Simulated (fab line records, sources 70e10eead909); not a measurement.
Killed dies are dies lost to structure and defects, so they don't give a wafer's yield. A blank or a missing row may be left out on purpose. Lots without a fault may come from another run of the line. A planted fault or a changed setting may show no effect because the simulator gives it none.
A struck lot beside a sound one | flow nand_harc | 21 steps out of a route of 1302
Sound: wafers L728.2, L728.4, L728.6. Struck: wafers L733.2, L733.3, L733.4. The cause comes at the end.
At each step with rows: each side's tool, then ch and its chambers, then its first start. Under that, the readings that differ: sound wafers | struck wafers | difference of the means | sigmas: that difference in standard deviations of wafers without a fault.
alike: readings whose means differ by less than 2 such deviations, and words and numbers that are the same on both sides. not compared: withheld readings, readings that some wafer has no value for, bounds like >300 that may hide the same value, and numbers for which the record gives no deviation and whose values overlap.
The two part at a step that has a row with sigmas, a row that says differs or no value, or rows on one side only. Numbers that don't overlap but have no deviation are shown without sigmas and don't part them. A reading that every wafer of one side lacks parts them only if that side has two wafers or more.

first, 5 steps without rows for these wafers: NHARC_P_GATE_STRIP_15 (strips in SPM, time 780 s); NHARC_P_GATE_PRECLEAN_71 (cleans in SC1); NHARC_P_GATE_SRD_72; NHARC_P_GATE_OXIDE_16 (material SiO2, target thk 3 nm, ox time 392 s); NHARC_P_GATE_CVD_17 (deposits poly-Si, target thk 150 nm, time 900 s).
NHARC_P_GATE_HM_DEP_102: deposits aC, target thk 120 nm.
  sound on acl_dep-03 ch 0, day 8 02:55; struck on acl_dep-02 ch 0, day 11 01:38
  alike: throttle_valve_pct
NHARC_P_GATE_DEP_103: deposits SiON, target thk 30 nm.
  sound on pecvd-01 ch 0,1, day 8 03:31; struck on pecvd-01 ch 0,1, day 11 02:11
  alike: heater_power_w
then, 5 steps without rows for these wafers: NHARC_P_GATE_DEHYDRATE_18 (time 120 s); NHARC_P_GATE_HMDS_19 (time 30 s); NHARC_P_GATE_COAT_20 (resist thk 90 nm); NHARC_P_GATE_SOFTBAKE_21 (time 55 s); NHARC_P_GATE_EBR_22.
NHARC_P_GATE_EXPOSE_23: exposes mask P GATE, target cd 120 nm.
  sound on arfi_scanner-02 ch 0, day 8 04:02; struck on arfi_scanner-02 ch 0, day 11 02:37
  reading              | sound             | struck            | difference | sigmas
  exposure_dose_mJ_cm2 | 93.94 93.74 93.94 | 91.98 91.89 91.87 | -1.96      | -21
  alike: mask
then, 2 steps without rows for these wafers: NHARC_P_GATE_PEB_24 (peb time 65 s); NHARC_P_GATE_DEVELOP_25 (develop time 35 s).
NHARC_P_GATE_CD_MEAS_26: target cd 120 nm.
  sound on cd_sem-01 ch 0, day 8 04:10; struck on cd_sem-01 ch 0, day 11 02:44
  alike: cd_nm
NHARC_P_GATE_OVL_MEAS_27:
  sound on overlay-02, day 8 04:15; struck on overlay-02, day 11 02:50
  alike: overlay_x_nm, overlay_y_nm
NHARC_P_GATE_INSPECT_28:
  sound on defect_inspect-01, day 8 04:17; struck on defect_inspect-01, day 11 02:52
  alike: raw_defect_count
NHARC_P_GATE_DESCUM_31: chemistry O2, time 3 s.
  sound on rie_diel-12 ch 2,3, day 8 04:21; struck on rie_diel-09 ch 0,2,3, day 11 02:56
  alike: drypump_motor_current_A, o2_flow_sccm, oes_product_au, rf_vpp_V, showerhead_plenum_p_Torr, throttle_valve_pct
  not compared: rf_hours_counter_h, model.P_GATE.cd_nm
NHARC_P_GATE_ETCH_104: etches the open film in CF4/CHF3, target depth 60 nm.
  sound on rie_diel-12 ch 2,3, day 8 04:26; struck on rie_diel-09 ch 0,1,2, day 11 03:01
  alike: bias_w, drypump_motor_current_A, oes_product_au, rf_vpp_V, showerhead_plenum_p_Torr, throttle_valve_pct
  not compared: model.P_GATE.cd_nm
NHARC_P_GATE_HM_OPEN_105: chemistry O2/COS, target depth 360 nm.
  sound on rie_diel-12 ch 1,2,3; struck on rie_diel-09 ch 0,1,2
  alike: bias_w, drypump_motor_current_A, o2_flow_sccm, oes_product_au, rf_vpp_V, showerhead_plenum_p_Torr, throttle_valve_pct
  not compared: rf_hours_counter_h

WHERE THEY PART
Only at NHARC_P_GATE_EXPOSE_23, within this record. Later steps at which nothing parts them and some readings are alike: NHARC_P_GATE_CD_MEAS_26, NHARC_P_GATE_OVL_MEAS_27, NHARC_P_GATE_INSPECT_28, NHARC_P_GATE_DESCUM_31, NHARC_P_GATE_ETCH_104, NHARC_P_GATE_HM_OPEN_105.

WHY: what the simulator had put in
Process parameter drift: arfi_scanner-02, from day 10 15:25 on, at NHARC_P_GATE_EXPOSE_23. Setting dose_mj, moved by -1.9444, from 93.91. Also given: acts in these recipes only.
